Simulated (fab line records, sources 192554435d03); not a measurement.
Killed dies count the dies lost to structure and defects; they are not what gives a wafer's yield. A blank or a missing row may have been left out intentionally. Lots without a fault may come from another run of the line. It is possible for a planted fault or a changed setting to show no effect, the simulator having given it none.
Chamber matching	flow n5 finfet	4 sister chambers for N5_BEOL_M9_ETCH_66 on rie diel-05
The step etches SOC in N2/H2, target depth 80 nm, overetch 16 nm, time 120 s. 7 wafers are shown with their chamber, then 7 later ones without.

## WAFERS WITH THEIR CHAMBER
wafer	chamber	showerhead plenum p Torr (Torr)	drypump motor current A (A)
L075.6	3	2.61	5.8
L083.5	1	2.69	6.1
L086.1	1	2.69	6.1
L086.2	0	2.34	5.6
L086.4	2	2.66	6.7
L091.1	2	2.66	6.8
L091.3	0	2.33	5.6

## WAFERS WITHOUT THEIR CHAMBER
wafer	showerhead plenum p Torr (Torr)	drypump motor current A (A)
L091.4	2.59	5.8
L095.1	2.68	6.1
L095.2	2.65	6.7
L095.4	2.65	6.8
L097.2	2.59	5.8
L097.3	2.33	5.6
L097.6	2.33	5.6

## CHAMBER TAKEN BY EACH
wafer	from the rows above	in truth
L091.4	3	3
L095.1	1	1
L095.2	2	2
L095.4	2	2
L097.2	3	3
L097.3	0	0
L097.6	0	0
Correct placement for 7 of the 7. Left unplaced by these rows: 0. Number placed wrongly: 0.
How it was worked out, from the rows above alone: a wafer's distance from a chamber is the root of the sum, over the readings, of the square of ((its reading less the chamber's mean) divided by the reading's scatter). The wafer belongs to the nearest chamber; if the next one is less than 2 further off, it can't be placed. For every chamber, the mean is computed from those of its wafers that are shown. The scatter: take each reading less its chamber's mean, square it, sum over the shown wafers, divide by the number of wafers less the number of chambers, and take the root.
